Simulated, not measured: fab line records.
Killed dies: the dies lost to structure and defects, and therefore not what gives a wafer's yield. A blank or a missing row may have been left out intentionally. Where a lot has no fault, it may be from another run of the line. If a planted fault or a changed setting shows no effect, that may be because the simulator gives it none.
Split-lot study    flow n5 finfet    21 wafers read from 7 lots, route of 1938 steps

## THE SPLIT ITSELF
At N5_BEOL_M5_TRENCH_ETCH_37 (etches SiCOH lowk in C4F6/O2, target depth 71.652 nm, time 24.7 s), the setting time s was moved away from the recipe's 24.7 s on 11 of the 21 wafers read, by -19.4% to +21.5%. This setting was run at the recipe's value on the other wafers.

## FROM THE SPLIT TO THE READING: what the file shows between them, 13 steps
- N5_BEOL_M5_ETCH_41: etches SiCN in CH3F/O2, target depth 31.5 nm, time 56.7 s (also split here: source w)
- N5_BEOL_M5_STRIP_91: strips in N2/H2, time 10 s
- N5_BEOL_M5_OCD_MEAS_38
- N5_BEOL_M5_HM_STRIP_39: strips TiN in peroxide tin strip, target depth 25 nm, time 158 s
- N5_BEOL_M5_SRD_40: time 30 s
- N5_BEOL_M5_ECD_50: material Cu, target thk 300 nm
- N5_BEOL_M5_ANNEAL_51: time 90 s
- N5_BEOL_M5_CMP_52: polishes, stops on SiCOH lowk, t overpolish 6.9 s, target thk 62 nm
- N5_BEOL_M5_THK_MEAS_53: measures by xrf
- N5_BEOL_M5_PRE_CLEAN_77: time 15 s
- N5_BEOL_M5_CO_CAP_78: material Co, precursor CCTBA/H2, target thk 2 nm, time 102.1 s
- N5_BEOL_M5_PRE_CLEAN_55: time 15 s
- N5_BEOL_M5_DEP_56: deposits SiCN from 3MS/NH3, target thk 8 nm, time 14 s

## THE READING
M5_RS, in ohm/sq, at N5_BEOL_M5_RS_MEAS_57 (measures by four-point-probe). Typical for fault-free wafers on this fab line: 0.383 ohm/sq, with standard deviation 0.015 ohm/sq.

wafer   tool, chamber at the split  time s as run, s  against the recipe  M5_RS, ohm/sq  against lot-mates on the recipe
L074.1  rie diel-02, 2              24.7              recipe              0.376          -
L074.2  rie diel-02, 0              24.7              recipe              0.386          -
L074.3  rie diel-02, 1              19.91             -19.4%              0.513          +0.132
L079.3  rie diel-05, 3              22.42             -9.2%               0.457          +0.060
L079.5  rie diel-05, 2              24.7              recipe              0.397          -
L079.6  rie diel-05, 3              22.42             -9.2%               0.453          +0.056
L084.1  rie diel-02, 0              24.7              recipe              0.382          -
L084.2  rie diel-02, 2              22.47             -9.0%               0.411          +0.029
L084.5  rie diel-02, 3              22.47             -9.0%               0.412          +0.030
L087.3  rie diel-04, 0              21.29             -13.8%              0.477          +0.111
L087.5  rie diel-04, 0              24.7              recipe              0.366          -
L087.6  rie diel-04, 2              21.29             -13.8%              0.458          +0.092
L088.1  rie diel-04, 0              22.81             -7.7%               0.446          no lot-mate on the recipe
L088.2  rie diel-04, 1              22.81             -7.7%               0.458          no lot-mate on the recipe
L088.3  rie diel-04, 2              22.81             -7.7%               0.405          no lot-mate on the recipe
L092.4  rie diel-02, 1              24.7              recipe              0.373          -
L092.5  rie diel-02, 3              24.7              recipe              0.381          -
L092.6  rie diel-02, 2              30                +21.5%              0.287          -0.090
L095.2  rie diel-05, 1              24.7              recipe              0.385          -
L095.3  rie diel-05, 0              24.7              recipe              0.374          -
L095.6  rie diel-05, 2              24.7              recipe              0.384          -

FIT RESULTS
A straight line over all 21 wafers: M5_RS changes by -0.00564 ohm/sq for each +1% of time s; r = -0.94; the points scatter about the line by 0.017 ohm/sq.
The same after taking each lot's own level away (the mean of its wafers on the recipe; 18 wafers): -0.00557 ohm/sq for each +1%; r = -0.96; scatter 0.015 ohm/sq.
That fit puts the effect of the largest move of time s on the reading at 0.12 ohm/sq.
The span of the lots' own levels, 0.3660 to 0.3970 ohm/sq, comes to 2.1 times the standard deviation stated above.
The two slopes are in agreement: the lot-to-lot level therefore moves the slope only a little.
Check: for one of the wafers moved furthest among these (+21.5%), held out of the fit, the line's prediction against its lot-mates is -0.143 ohm/sq. Against them it came out at -0.09 ohm/sq.

## OTHER SPLITS APPLIED TO THESE WAFERS
Note: prior to the reading, these wafers also went through further splits. Each is held against what the fit with the lots' levels taken away leaves over:
other split on the same wafers     wafers away from the commonest value  r with M5_RS (lot level and that fit taken away)
N5_BEOL_M3_ETCH_41 target depth a  4                                     +0.15
N5_BEOL_M5_ETCH_41 source w        6                                     -0.08

## THE WHOLE CHAIN: every reading that the file lists as answering this split, in the file's order
step                       what it does                                                         reading                                                                       change (the file's fit)                r (the file's)
N5_BEOL_M5_TRENCH_ETCH_37  etches SiCOH lowk in C4F6/O2, target depth 71.652 nm, time 24.7 s    etch.depth nm (the simulator's own value, which no gauge read)                +0.699 nm for each +1% of the setting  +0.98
N5_BEOL_M5_TRENCH_ETCH_37  etches SiCOH lowk in C4F6/O2, target depth 71.652 nm, time 24.7 s    BEOL_M5.feature depth nm (the simulator's own value, which no gauge read)     +0.699 nm for each +1% of the setting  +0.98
N5_BEOL_M5_OCD_MEAS_38                                                                          trench depth nm                                                               +0.706 nm for each +1% of the setting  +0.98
N5_BEOL_M5_CMP_52          polishes, stops on SiCOH lowk, t overpolish 6.9 s, target thk 62 nm  Cu_of_BEOL_M5_ECD_50.thk nm (the simulator's own value, which no gauge read)  +0.723 nm for each +1% of the setting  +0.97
N5_BEOL_M5_THK_MEAS_53     measures by xrf                                                      M5_THK                                                                        +0.71 for each +1% of the setting      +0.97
N5_BEOL_M5_RS_MEAS_57      measures by four-point-probe                                         M5_RS                                                                         -0.00559 for each +1% of the setting   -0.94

## FILE'S OWN FIT
M5_RS changes by -0.00559 ohm/sq for each +1% of time s, r = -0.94.
